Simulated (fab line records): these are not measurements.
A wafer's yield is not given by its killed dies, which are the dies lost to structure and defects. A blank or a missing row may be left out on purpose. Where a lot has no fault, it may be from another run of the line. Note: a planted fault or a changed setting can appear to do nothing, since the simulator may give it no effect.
Code-filled problem report in 8D (eight disciplines) form :: flow n5_finfet :: the parts of the form that need people (team, actions taken, sign-off) are left out

## 1. THE PROBLEM
N5_STI_FIN_REVEAL_FIN_H_MEAS_10, trench_depth_nm: mean 67.2 nm over 1 wafer from 1 lot; wafers with no fault: 52.4 nm, standard deviation 0.88. Measured from the usual mean, that is +17 standard deviations.
Earliest sighting: wafer L178.4 on ocd-02 at day 8 01:58. The record holds 25 wafers of 9 lots with a number at this step. By rule, "out" or "out of limits" means more than 4 standard deviations away from the usual mean. The rest of the wafers with a number are treated as sound.

## 2. WHAT IT IS AND WHAT IT IS NOT
question: which readings at this step
is: trench_depth_nm
is not: -

question: which lots
is: L178
is not: L159, L161, L163, L167, L168, L169, L175, L179

question: which wafers of those lots
is: L178.4
is not: L178.5

question: read on which gauges
is: ocd-02
is not: ocd-01

question: when
is: from day 8 01:58
is not: up to then (21 sound wafers); but 3 sound wafers of L179 came after

## 3. WHAT RULES OUT EACH SUSPECT
Counting: if a tool at a process step up to the reading ran every lot that is out, it stays a suspect. Sound lots after the first of them don't rule it out here, since some wafers of a struck lot are sound.
- ruled out: the gauge at N5_STI_FIN_REVEAL_FIN_H_MEAS_10. All the wafers that are out were read on ocd-02, but those of them that N5_STI_FIN_REVEAL_ETCHBACK_08 has rows for are out there too, on other tools.
- ald_sin-02 at N5_STI_FIN_REVEAL_ALD_14 (deposits Si3N4, target thk 3 nm): kept. It ran the lot that is out, L178 (day 7 16:17); its last sound lot up to then is L175 (day 6 23:43).
- rie_diel-02 at N5_STI_FIN_REVEAL_ETCHBACK_08 (etches SiO2 in C4F6/O2, target depth 30.5 nm, time 10.167 s): kept. It ran the lot that is out, L178 (day 7 23:01); its last sound lot up to then is L175 (day 7 05:22). Its own readings are out on those wafers: oes_product_au.
- rie_diel-02 at N5_STI_FIN_REVEAL_STRIP_24 (strips in N2/H2, time 90 s): kept. It ran the lot that is out, L178 (day 7 23:02); its last sound lot up to then is L175 (day 7 05:23).
- rie_si-03 at N5_STI_FIN_REVEAL_ETCH_34 (etches Si in H2, material Si, target depth 0.97 nm): kept. It ran the lot that is out, L178 (day 8 01:21).
- Within ald_sin-02 at N5_STI_FIN_REVEAL_ALD_14: the wafers that are out ran in chamber 1; their sound lot-mates ran in chamber 3.
- Within rie_diel-02 at N5_STI_FIN_REVEAL_ETCHBACK_08: the wafers that are out ran in chamber 0; their sound lot-mates ran in chamber 3.
- Within rie_diel-02 at N5_STI_FIN_REVEAL_STRIP_24: the wafers that are out ran in chamber 0; their sound lot-mates ran in chamber 3.
- Within rie_si-03 at N5_STI_FIN_REVEAL_ETCH_34: the wafers that are out ran in chamber 3; their sound lot-mates ran in chamber 2.
Left after counting: ald_sin-02 at N5_STI_FIN_REVEAL_ALD_14, rie_diel-02 at N5_STI_FIN_REVEAL_ETCHBACK_08, rie_diel-02 at N5_STI_FIN_REVEAL_STRIP_24, rie_si-03 at N5_STI_FIN_REVEAL_ETCH_34.

## 4. THE CAUSE (what the simulator had put in)
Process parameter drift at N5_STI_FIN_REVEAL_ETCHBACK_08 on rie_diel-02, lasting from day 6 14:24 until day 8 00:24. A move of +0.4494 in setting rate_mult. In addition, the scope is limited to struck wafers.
Of the 4 suspects that counting leaves, this tool is one.

## 5. SEQUENCE OF EFFECTS, ordered by route
Rows list readings where the struck wafers' mean (over those with a number) sits beyond 3 standard deviations from the usual. Only readings for which the record gives a usual standard deviation are gone through. hours: the time from each lot's start at the first step in this table that gives one to its start at this step, as a median over the lots. sigmas: the change in usual standard deviations.
hours: 0
step: N5_STI_FIN_REVEAL_ETCHBACK_08
reading: oes_product_au
usual: 0.79 a.u.
on struck wafers: 1.23
change: +0.44
sigmas: +5.0

hours: 3
step: N5_STI_FIN_REVEAL_FIN_H_MEAS_10
reading: trench_depth_nm
usual: 52.4 nm
on struck wafers: 67.2
change: +14.8
sigmas: +17

hours: 130
step: N5_BEOL_M4_RC_MEAS_101
reading: ION_N
usual: 682 uA/um
on struck wafers: 745
change: +63
sigmas: +4.8
Its process steps:
- N5_STI_FIN_REVEAL_ETCHBACK_08: etches SiO2 in C4F6/O2, target depth 30.5 nm, time 10.167 s.

## 6. WHAT WOULD HAVE CAUGHT IT SOONER
In this record the first reading out of limits at a measuring or inspecting step was taken at day 8 01:58, 36 hours after the fault began at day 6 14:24.
The tool's own readings at N5_STI_FIN_REVEAL_ETCHBACK_08 were out on every struck wafer that the step has a row for (oes_product_au): an alarm limit on them would have fired on the first of those.
Each of the lots that are out, 1 in all, had begun N5_STI_FIN_REVEAL_ETCHBACK_08 on rie_diel-02 no later than day 8 01:58. Had the tool been put on hold then, not one of them would have been saved.
